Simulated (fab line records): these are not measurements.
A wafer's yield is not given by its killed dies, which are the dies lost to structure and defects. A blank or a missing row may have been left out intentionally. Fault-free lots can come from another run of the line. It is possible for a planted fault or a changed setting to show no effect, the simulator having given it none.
fab line records	flow nand-harc
[record] lots = 6	wafers = 18	last-day = 34
route steps=1302 shown A_CHANNEL_HOLE_D2@601 A_CHANNEL_FILL_D2@610 END@1302
lots with no fault: from the same line, run without faults
start-h: start of the lot's first displayed wafer, in hours after the record's first day	wait-h: time in hours since the lot's previous step	" same as the row above	L1.1+2: several wafers, shown together as one row	- value missing, or start not given	* or withheld: withheld	< > ~ a bound
route shown NAME@n: names a module that has steps shown in the file, with the first one's number in the route	usual: the fault-free wafers' mean and standard deviation	same: alike in all rows	chamber/n: place in a boat	sites: per-site readings	_std_site: standard deviation of those values	_edge_site: inner sites' mean taken away from outer sites' mean	radius-mm: for every site, how far away it sits from the centre of the wafer	mask NAME#n: copy n	behind: the last tool/chamber to shape the wafer	hold: what put the lot on hold/how long, in hours/how the hold closed	device: names the non-switching transistor (n, p or np)	end of line: at the end of the route, the tests of the same wafers	for a step that has no rows: nothing shown but its recipe	killed: dies that structure and defects cost at the first sort, which is not the same as the wafer's yield	map: shows each die of a wafer: x if killed, . if not, _ if none is there
set.NAME: the setting that was run; set.NAME@STEP: the one run at that earlier step	model.NAME: the simulator's own value behind a step, which no gauge read
certain route steps with their lots: each step a table, each wafer a row
services: when a tool's chamber went out of use (start-h, in hours from the record's first day, below 0 if earlier), for how many hours, and the reason
[[steps]]
[step NHARC_A_CHANNEL_HOLE_D2_STRIP_42]
[recipe] cf4-flow-sccm = 100	chf3-flow-sccm = 30	ar-flow-sccm = 0	bias-w = 0	chemistry = CF4/CHF3
[step NHARC_A_CHANNEL_HOLE_D2_STRIP_43]
[recipe] o2-flow-sccm = 400	cos-flow-sccm = 20	ar-flow-sccm = 0	bias-w = 0	chemistry = O2/COS
[step NHARC_A_CHANNEL_HOLE_D2_ETCH_44]
[recipe] target-depth-a = 1400	overetch-a = 140	time-s = 77	ion-energy-ev = 100	cf4-flow-sccm = 80	o2-flow-sccm = 20	ar-flow-sccm = 0	rf-w = 300	bias-w = 100	chemistry = CF4/O2
[usual] drypump-motor-current-A = 5.6/0.41	oes-product-au = 1.002/0.01	rf-fwd-power-W = 298.0/1.2	rf-vpp-V = 197.9/1.5	showerhead-plenum-p-Torr = 1.34/0.063	throttle-valve-pct = 13.397/0.0093
lot.wafer	tool	chamber	start-h	wait-h	drypump-motor-current-A	oes-product-au	rf-fwd-power-W	rf-hours-counter-h	rf-vpp-V	showerhead-plenum-p-Torr	throttle-valve-pct
L493.3	rie-diel-12	0	312.11	0.1	5.9	0.994	298.4	0.5	198.1	1.42	13.412
L493.4	"	1	"	"	5.8	1.002	298.4	0.6	199.0	1.37	13.399
L493.1	"	3	"	"	6.5	0.992	296.6	0.5	198.1	1.41	13.406
L499.4	rie-diel-12	3	361.28	0.1	6.5	0.995	296.9	6.4	199.8	1.41	13.412
L499.1	"	1	"	"	5.8	1.008	297.6	5.3	198.3	1.37	13.408
L499.3	"	2	"	"	5.9	1.008	300.7	5.2	195.5	1.25	13.393
L509.4	rie-diel-08	1	483.41	0.1	5.1	0.979	299.5	4.5	196.3	1.29	13.385
L509.5	"	2	"	"	5.1	1.002	297.3	-	198.2	1.34	13.415
L509.6	"	3	"	"	5.5	0.990	295.5	-	199.6	1.43	13.388
L510.2	rie-diel-08	0	487.00	0.1	5.7	1.020	296.7	5.0	196.8	1.28	13.398
L510.6	"	1	"	"	5.0	0.980	299.2	-	196.7	1.29	13.418
L510.5	"	2	"	"	5.0	1.001	297.4	-	198.3	1.34	13.412
L513.1	rie-diel-06	2	520.28	0.1	5.5	1.015	298.6	2.9	195.6	1.25	13.392
L513.2	"	0	"	"	5.5	1.004	296.4	1.7	199.5	1.36	13.418
L513.5	"	2	"	"	5.5	1.010	300.1	-	194.8	1.25	13.401
L514.3	rie-diel-12	2	525.83	0.1	5.9	1.003	297.8	4.2	196.0	1.25	13.397
L514.4	"	3	"	"	6.5	0.993	299.3	5.2	199.9	1.41	13.412
L514.5	"	2	"	"	5.9	1.008	297.4	-	196.7	1.25	13.407
[step NHARC_A_CHANNEL_HOLE_D2_STRIP_28]
[recipe] o2-flow-sccm = 500	ar-flow-sccm = 0	bias-w = 0	chemistry = O2
[usual] drypump-motor-current-A = 5.6/0.4	oes-product-au = 1.004/0.011	rf-vpp-V = 57.9/0.95	showerhead-plenum-p-Torr = 3.55/0.16	throttle-valve-pct = 17.037/0.0097
lot.wafer	tool	chamber	start-h	wait-h	drypump-motor-current-A	oes-product-au	rf-hours-counter-h	rf-vpp-V	showerhead-plenum-p-Torr	throttle-valve-pct
L493.1	rie-diel-12	3	-	-	6.5	1.006	0.5	59.4	3.71	17.023
L493.4	"	0	"	"	5.9	1.005	0.5	56.2	3.73	17.053
L493.3	"	1	"	"	5.8	1.006	0.6	59.2	3.61	17.046
L499.3	rie-diel-12	1	-	-	5.8	1.005	5.4	58.2	3.61	17.039
L499.4	"	2	"	"	5.9	1.017	5.2	57.9	3.31	17.025
L499.1	"	0	"	"	5.9	1.010	6.6	59.8	3.73	17.020
L509.4	rie-diel-08	2	-	-	5.1	1.003	4.7	56.6	3.55	17.040
L509.6	"	3	"	"	5.5	0.988	-	56.3	3.77	17.031
L509.5	"	0	"	"	5.7	1.016	-	57.2	3.38	17.035
L510.2	rie-diel-08	0	-	-	5.7	1.018	5.1	56.7	3.38	17.037
L510.6	"	1	"	"	5.1	0.985	-	56.1	3.40	17.033
L510.5	"	2	"	"	5.1	1.005	-	57.1	3.55	17.028
L513.2	rie-diel-06	0	-	-	5.5	0.998	1.7	56.4	3.60	17.028
L513.1	"	1	"	"	5.1	1.004	2.8	58.1	3.54	17.027
L513.5	"	1	"	"	5.1	1.005	-	57.7	3.54	17.040
L514.3	rie-diel-12	1	-	-	5.8	0.996	4.1	58.1	3.60	17.026
L514.4	"	3	"	"	6.5	0.984	5.3	57.0	3.71	17.027
L514.5	"	2	"	"	5.9	1.016	-	56.9	3.31	17.034
[step NHARC_A_CHANNEL_HOLE_D2_PRECLEAN_29]
[recipe] time-s = *	temp-c = 50	bath-age-min = 0	chemistry = SC1
[step NHARC_A_CHANNEL_HOLE_D2_SRD_30]
[step NHARC_A_CHANNEL_HOLE_D2_CD_MEAS_31]
[usual] cd-nm = 89.9/1.1
lot.wafer	tool	chamber	start-h	wait-h	cd-nm
L493.1	cd-sem-03	-	312.94	0.1	90.9
L493.3	"	-	"	"	91.2
L493.4	"	-	"	"	90.5
L499.1	cd-sem-03	-	362.07	-	90.3
L499.3	"	-	"	"	91.4
L499.4	"	-	"	"	89.7
L509.4	cd-sem-01	-	484.20	-	90.0
L509.5	"	-	"	"	90.5
L509.6	"	-	"	"	89.4
L510.2	cd-sem-01	-	487.77	-	90.3
L510.5	"	-	"	"	91.6
L510.6	"	-	"	"	89.0
L513.1	cd-sem-03	-	521.07	-	89.2
L513.2	"	-	"	"	90.4
L513.5	"	-	"	"	89.1
L514.3	cd-sem-02	-	526.72	-	88.6
L514.4	"	-	"	"	91.2
L514.5	"	-	"	"	89.2
[step NHARC_A_CHANNEL_HOLE_D2_XSEM_32]
[recipe] landing-energy-ev = 35000
[usual] bot-cd-nm = 74.5/1.1	bow-nm = 8.7/0.44	tilt-deg = 0.08/0.041
lot.wafer	tool	chamber	start-h	wait-h	bot-cd-nm	bow-nm	tilt-deg
L493.1	xsem-02	0	313.03	0.1	76.6	8.5	0.06
L493.3	"	0	"	"	75.3	8.5	0.06
L493.4	"	0	"	"	76.1	8.6	0.06
L499.1	xsem-02	0	362.16	0.1	74.9	8.2	0.00
L499.3	"	0	"	"	75.8	8.1	0.01
L499.4	"	0	"	"	74.2	8.2	0.01
L509.4	xsem-02	0	484.29	0.1	73.9	8.5	0.12
L509.5	"	0	"	"	74.6	8.7	0.12
L509.6	"	0	"	"	72.9	8.6	0.12
L510.2	xsem-01	0	487.86	0.1	74.4	8.4	0.11
L510.5	"	0	"	"	76.7	8.5	0.11
L510.6	"	0	"	"	73.9	8.4	0.11
L513.1	xsem-02	0	521.16	0.1	74.6	8.9	0.12
L513.2	"	0	"	"	76.0	8.8	0.12
L513.5	"	0	"	"	74.1	8.9	0.12
L514.3	xsem-01	0	526.81	0.1	74.4	8.8	0.11
L514.4	"	0	"	"	76.2	8.8	0.11
L514.5	"	0	"	"	74.8	8.8	0.11
[step NHARC_A_CHANNEL_HOLE_D2_INSPECT_40]
[usual] raw-defect-count = 281/100
lot.wafer	tool	chamber	start-h	wait-h	raw-defect-count
L493.1	defect-inspect-01	-	313.13	-	177
L493.3	"	-	"	"	374
L493.4	"	-	"	"	252
L499.1	defect-inspect-02	-	362.26	-	242
L499.3	"	-	"	"	280
L499.4	"	-	"	"	219
L509.4	defect-inspect-02	-	484.38	-	254
L509.5	"	-	"	"	258
L509.6	"	-	"	"	202
L510.2	defect-inspect-01	-	487.95	-	206
L510.5	"	-	"	"	433
L510.6	"	-	"	"	284
L513.1	defect-inspect-02	-	521.26	-	247
L513.2	"	-	"	"	148
L513.5	"	-	"	"	182
L514.3	defect-inspect-01	-	526.90	-	521
L514.4	"	-	"	"	754
L514.5	"	-	"	"	577
[step NHARC_A_CHANNEL_FILL_D2_PRECLEAN_00]
[recipe] time-s = *	temp-c = 50	bath-age-min = 0	chemistry = SC1
[step NHARC_A_CHANNEL_FILL_D2_SRD_01]
[step NHARC_A_CHANNEL_FILL_D2_ALD_02]
[recipe] target-thk-a = 60	pulse-time-s = 10	ald-cycles = 60	temp-c = 300	material = SiO2
[usual] heater-power-outer-w = 268/22	heater-power-w = 472/31	precursor-pulse-height-rel = 1.001/0.018
[same] ald-cycles = 60	pulse-time-s = 10
lot.wafer	tool	chamber	start-h	wait-h	heater-power-outer-w	heater-power-w	precursor-pulse-height-rel
L493.4	ald-hk-04	3	314.93	-	257	448	1.028
L493.1	"	0	"	"	321	513	0.977
L493.3	"	1	"	"	281	432	0.975
L499.4	ald-hk-04	1	363.32	-	282	445	1.004
L499.3	"	2	"	"	273	485	0.983
L499.1	"	3	"	"	274	454	1.012
L509.4	ald-hk-03	2	484.79	-	266	512	1.016
L509.6	"	3	"	"	258	485	0.961
L509.5	"	0	"	"	274	453	0.991
L510.2	ald-hk-04	3	488.36	-	252	427	1.012
L510.5	"	0	"	"	313	517	1.001
L510.6	"	1	"	"	264	429	0.986
L513.1	ald-hk-03	0	523.51	-	271	454	0.994
L513.2	"	1	"	"	260	429	1.025
L513.5	"	3	"	"	262	490	0.987
L514.3	ald-hk-04	3	527.24	-	251	425	0.990
L514.4	"	0	"	"	317	536	1.030
L514.5	"	1	"	"	264	423	1.002
[step NHARC_A_CHANNEL_FILL_D2_ALD_03]
[recipe] target-thk-a = 60	pulse-time-s = 60	ald-cycles = 58	temp-c = 630	pressure-torr = 2	material = SiNx
[usual] ald-cycles = 58/0	chamber-pressure-Torr = 2.001/0.0039	precursor-pulse-height-rel = 1.000/0.02	pulse-time-s = 60/0
lot.wafer	tool	chamber	start-h	wait-h	ald-cycles	chamber-pressure-Torr	precursor-pulse-height-rel	pulse-time-s
L493.1	ald-sin-batch-03	0	318.39	-	58	1.996	1.003	60
L493.3	"	0	"	"	58	1.994	0.994	60
L493.4	"	0	"	"	58	2.006	1.021	60
L499.1	ald-sin-batch-01	0	366.64	-	58	2.002	0.991	60
L499.3	"	0	"	"	58	2.000	1.037	60
L499.4	"	0	"	"	58	1.999	0.998	60
L509.4	ald-sin-batch-01	-	488.01	-	-	-	-	-
L509.5	"	-	"	"	-	-	-	-
L509.6	"	-	"	"	-	-	-	-
L510.2	ald-sin-batch-03	-	491.59	-	-	-	-	-
L510.5	"	-	"	"	-	-	-	-
L510.6	"	-	"	"	-	-	-	-
L513.1	ald-sin-batch-02	0	526.81	-	58	2.004	0.985	60
L513.2	"	0	"	"	58	2.001	1.010	60
L513.5	"	0	"	"	58	2.002	0.973	60
L514.3	ald-sin-batch-02	0	530.53	-	58	1.994	0.994	60
L514.4	"	0	"	"	58	2.000	0.990	60
L514.5	"	0	"	"	58	2.003	1.036	60
[step NHARC_A_CHANNEL_FILL_D2_ALD_14]
[recipe] target-thk-a = 25	pulse-time-s = 10	ald-cycles = 25	temp-c = 300	material = SiO2
[usual] heater-power-outer-w = 271/22	heater-power-w = 470/32	precursor-pulse-height-rel = 1.001/0.02
[same] ald-cycles = 25	pulse-time-s = 10
lot.wafer	tool	chamber	start-h	wait-h	heater-power-outer-w	heater-power-w	precursor-pulse-height-rel
L493.1	ald-hk-03	1	321.98	0.1	251	432	0.996
L493.4	"	2	"	"	243	481	0.995
L493.3	"	3	"	"	258	468	0.983
L499.4	ald-hk-03	1	370.18	0.0	256	431	1.020
L499.3	"	2	"	"	245	485	0.978
L499.1	"	3	"	"	258	473	1.013
L509.4	ald-hk-04	2	491.67	0.2	272	471	0.993
L509.5	"	3	"	"	247	433	0.963
L509.6	"	0	"	"	309	512	0.998
L510.2	ald-hk-03	2	495.24	0.1	267	518	1.005
L510.6	"	0	"	"	276	452	0.998
L510.5	"	1	"	"	258	432	1.030
L513.2	ald-hk-04	3	532.53	2.2	257	429	1.014
L513.1	"	0	"	"	322	517	0.983
L513.5	"	0	"	"	327	524	0.971
L514.4	ald-hk-04	1	536.15	2.1	263	421	0.977
L514.3	"	2	"	"	255	461	1.007
L514.5	"	3	"	"	250	430	0.994
[step NHARC_END_SORT_01]
[recipe] temp-c = 25
[usual] killed-at-array = 57/18	killed-at-other = 0.8/1	killed-at-periphery = 3.9/2.8	killed-dies = 62/18	killed-open = 3.4/1.8	killed-short = 2.2/1.6
[same] gross-dies = 677
lot.wafer	tool	chamber	start-h	wait-h	killed-at-array	killed-at-other	killed-at-periphery	killed-dies	killed-open	killed-short
L499.1	prober-01	0	622.44	2.5	33	0	2	35	5	0
L499.3	prober-01	0	624.02	3.1	48	1	5	54	3	2
L499.4	prober-01	0	624.81	3.4	28	2	4	34	4	1
L510.2	prober-01	0	749.74	2.8	672	0	5	677	3	1
L510.5	prober-01	0	752.13	3.7	673	0	4	677	3	4
L510.6	prober-01	0	752.93	4.0	671	0	6	677	1	3
L509.4	prober-02	0	751.25	3.3	671	0	6	677	4	3
L509.5	prober-02	0	752.04	3.6	670	0	7	677	3	2
L509.6	prober-02	0	752.82	3.9	665	4	8	677	4	1
// killed by level:class
L499.1 A_SLIT:chamber-film-flake=19 A_CHANNEL_HOLE_D2:chamber-film-flake=4 A_CHANNEL_HOLE_D1:chamber-film-flake=3 P_STI:geometric-particle:open=1 A_CHANNEL_FILL_D1:geometric-particle:open=1 A_DECK1_JOINT:geometric-particle:open=1 A_CHANNEL_HOLE_D2:geometric-particle:open=1 A_CONTACT:geometric-particle:open=1
L499.3 A_SLIT:chamber-film-flake=29 A_CHANNEL_HOLE_D2:chamber-film-flake=9 A_DECK1_JOINT:geometric-particle:open=2 A_CHANNEL_HOLE_D1:chamber-film-flake=2 A_CONTACT:chamber-film-flake=2 P_CONTACT:geometric-particle:short=1 P_CONTACT:geometric-particle:open=1 A_CHANNEL_FILL_D1:geometric-particle:short=1
L499.4 A_SLIT:chamber-film-flake=13 A_CHANNEL_HOLE_D2:chamber-film-flake=8 A_CHANNEL_HOLE_D1:chamber-film-flake=3 THIN_TSV:chamber-film-flake=2 P_GATE:geometric-particle:open=1 P_CONTACT:geometric-particle:short=1 A_CHANNEL_FILL_D2:geometric-particle:open=1 A_WL_FILL:geometric-particle:open=1
L510.2 A_CHANNEL_FILL_D2:area-ald=571 A_CHANNEL_HOLE_D1:chamber-film-flake=38 A_SLIT:chamber-film-flake=32 A_CHANNEL_HOLE_D2:chamber-film-flake=12 A_BONDPAD:chamber-film-flake=4 A_CONTACT:chamber-film-flake=3 P_GATE:chamber-film-flake=2 P_M1:chamber-film-flake=2
L509.4 A_CHANNEL_FILL_D2:area-ald=633 A_CHANNEL_HOLE_D1:chamber-film-flake=16 A_CONTACT:chamber-film-flake=4 A_STAIRCASE:chamber-film-flake=3 A_SLIT:chamber-film-flake=3 A_M1:chamber-film-flake=3 P_STI:chamber-film-flake=2 P_M1:chamber-film-flake=2
L509.5 A_CHANNEL_FILL_D2:area-ald=634 A_CHANNEL_HOLE_D1:chamber-film-flake=11 A_CONTACT:chamber-film-flake=6 P_M1:chamber-film-flake=5 A_STAIRCASE:chamber-film-flake=4 A_SLIT:chamber-film-flake=4 A_WL_FILL:geometric-particle:open=2 A_CHANNEL_FILL_D1:chamber-film-flake=2
L510.5 A_CHANNEL_FILL_D2:area-ald=575 A_CHANNEL_HOLE_D1:chamber-film-flake=40 A_SLIT:chamber-film-flake=19 A_CHANNEL_HOLE_D2:chamber-film-flake=12 A_BONDPAD:chamber-film-flake=9 A_CONTACT:chamber-film-flake=6 P_M1:chamber-film-flake=3 A_WL_FILL:chamber-film-flake=3
L509.6 A_CHANNEL_FILL_D2:area-ald=624 A_CHANNEL_HOLE_D1:chamber-film-flake=11 A_SLIT:chamber-film-flake=7 A_CONTACT:chamber-film-flake=7 P_GATE:chamber-film-flake=5 THIN_TSV:chamber-film-flake=4 A_STAIRCASE:chamber-film-flake=3 A_WL_FILL:geometric-particle:open=2
L510.6 A_CHANNEL_FILL_D2:area-ald=576 A_CHANNEL_HOLE_D1:chamber-film-flake=34 A_SLIT:chamber-film-flake=25 A_CHANNEL_HOLE_D2:chamber-film-flake=19 A_BONDPAD:chamber-film-flake=5 P_M1:chamber-film-flake=3 P_GATE:chamber-film-flake=2 A_M1:chamber-film-flake=2
// map L509.4 (x killed, . not)
____________x____________
_________xxxxxxx_________
_______xxxxxxxxxxx_______
______xxxxxxxxxxxxx______
_____xxxxxxxxxxxxxxx_____
____xxxxxxxxxxxxxxxxx____
____xxxxxxxxxxxxxxxxx____
___xxxxxxxxxxxxxxxxxxx___
___xxxxxxxxxxxxxxxxxxx___
__xxxxxxxxxxxxxxxxxxxxx__
__xxxxxxxxxxxxxxxxxxxxx__
_xxxxxxxxxxxxxxxxxxxxxxx_
_xxxxxxxxxxxxxxxxxxxxxxx_
_xxxxxxxxxxxxxxxxxxxxxxx_
_xxxxxxxxxxxxxxxxxxxxxxx_
_xxxxxxxxxxxxxxxxxxxxxxx_
xxxxxxxxxxxxxxxxxxxxxxxxx
xxxxxxxxxxxxxxxxxxxxxxxxx
xxxxxxxxxxxxxxxxxxxxxxxxx
xxxxxxxxxxxxxxxxxxxxxxxxx
xxxxxxxxxxxxxxxxxxxxxxxxx
_xxxxxxxxxxxxxxxxxxxxxxx_
_xxxxxxxxxxxxxxxxxxxxxxx_
_xxxxxxxxxxxxxxxxxxxxxxx_
_xxxxxxxxxxxxxxxxxxxxxxx_
_xxxxxxxxxxxxxxxxxxxxxxx_
__xxxxxxxxxxxxxxxxxxxxx__
__xxxxxxxxxxxxxxxxxxxxx__
___xxxxxxxxxxxxxxxxxxx___
___xxxxxxxxxxxxxxxxxxx___
____xxxxxxxxxxxxxxxxx____
____xxxxxxxxxxxxxxxxx____
_____xxxxxxxxxxxxxxx_____
______xxxxxxxxxxxxx______
_______xxxxxxxxxxx_______
_________xxxxxxx_________
____________x____________
// map L510.2 (x killed, . not)
____________x____________
_________xxxxxxx_________
_______xxxxxxxxxxx_______
______xxxxxxxxxxxxx______
_____xxxxxxxxxxxxxxx_____
____xxxxxxxxxxxxxxxxx____
____xxxxxxxxxxxxxxxxx____
___xxxxxxxxxxxxxxxxxxx___
___xxxxxxxxxxxxxxxxxxx___
__xxxxxxxxxxxxxxxxxxxxx__
__xxxxxxxxxxxxxxxxxxxxx__
_xxxxxxxxxxxxxxxxxxxxxxx_
_xxxxxxxxxxxxxxxxxxxxxxx_
_xxxxxxxxxxxxxxxxxxxxxxx_
_xxxxxxxxxxxxxxxxxxxxxxx_
_xxxxxxxxxxxxxxxxxxxxxxx_
xxxxxxxxxxxxxxxxxxxxxxxxx
xxxxxxxxxxxxxxxxxxxxxxxxx
xxxxxxxxxxxxxxxxxxxxxxxxx
xxxxxxxxxxxxxxxxxxxxxxxxx
xxxxxxxxxxxxxxxxxxxxxxxxx
_xxxxxxxxxxxxxxxxxxxxxxx_
_xxxxxxxxxxxxxxxxxxxxxxx_
_xxxxxxxxxxxxxxxxxxxxxxx_
_xxxxxxxxxxxxxxxxxxxxxxx_
_xxxxxxxxxxxxxxxxxxxxxxx_
__xxxxxxxxxxxxxxxxxxxxx__
__xxxxxxxxxxxxxxxxxxxxx__
___xxxxxxxxxxxxxxxxxxx___
___xxxxxxxxxxxxxxxxxxx___
____xxxxxxxxxxxxxxxxx____
____xxxxxxxxxxxxxxxxx____
_____xxxxxxxxxxxxxxx_____
______xxxxxxxxxxxxx______
_______xxxxxxxxxxx_______
_________xxxxxxx_________
____________x____________
[[services]]
tool	chamber	start-h	hours	kind
rie-diel-06	2	294.14	7.0	repair
rie-diel-06	-	307.27	9.0	pm
rie-diel-08	0	342.49	1.4	repair
rie-diel-06	2	342.62	1.2	repair
rie-diel-06	3	347.65	2.1	repair
rie-diel-08	-	367.80	9.0	pm
rie-diel-06	-	373.74	0.8	repair
xsem-01	-	374.00	14.0	pm
rie-diel-12	0	383.72	7.1	repair
rie-diel-12	1	402.89	3.6	repair
rie-diel-08	-	405.18	0.2	repair
ald-hk-04	1	432.87	10.0	vent-cycle
ald-hk-04	2	432.87	10.0	vent-cycle
ald-hk-04	0	442.87	-	clean
ald-hk-04	1	442.87	-	clean
ald-hk-04	2	442.87	-	clean
ald-hk-04	3	442.87	-	clean
rie-diel-12	-	445.40	9.0	pm
rie-diel-06	-	484.27	9.0	pm
rie-diel-12	-	504.33	0.7	repair
ald-sin-batch-01	-	506.00	26.0	pm
rie-diel-06	1	525.83	4.6	repair
rie-diel-08	3	527.26	5.5	repair
rie-diel-06	2	532.31	4.3	repair
[[key]]
[first-sign] step = NHARC_A_CHANNEL_FILL_D2_ALD_03	reading = tool-record	direction = missing
[effect] step = NHARC_END_SORT_01	reading = killed-dies	direction = up	sigmas = 34	usual = 62	struck = 677
[more-kills-born-at] NHARC_A_CHANNEL_FILL_D2_ALD_03@ald-sin-batch-01 = 1891	NHARC_A_CHANNEL_FILL_D2_ALD_03@ald-sin-batch-03 = 1722
met-at NHARC_A_CHANNEL_FILL_D2_ALD_03
struck-wafers L509.4,L509.5,L509.6,L510.2,L510.5,L510.6
later-rows-left-out L509.4,L509.5,L509.6,L510.2,L510.5,L510.6
tester-left-out L509,L510
onset-between 366.64 488.01
[fault] kind = skipped-step-whole	tool = ald-sin-batch-01,ald-sin-batch-03	chamber = -	onset-h = 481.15	steps = NHARC_A_CHANNEL_FILL_D2_ALD_03	scope = struck-lots-only
// tester-left-out: of these lots the tester's yield and bins aren't shown, on N5 and GAA mostly nor the transistor test; their killed dies are dies lost to structure and defects alone, not to doping, threshold or leakage, so they don't give the yield
// later-rows-left-out: the simulator's readings of these wafers behind a module that went badly wrong aren't trusted and aren't shown, but for the sort
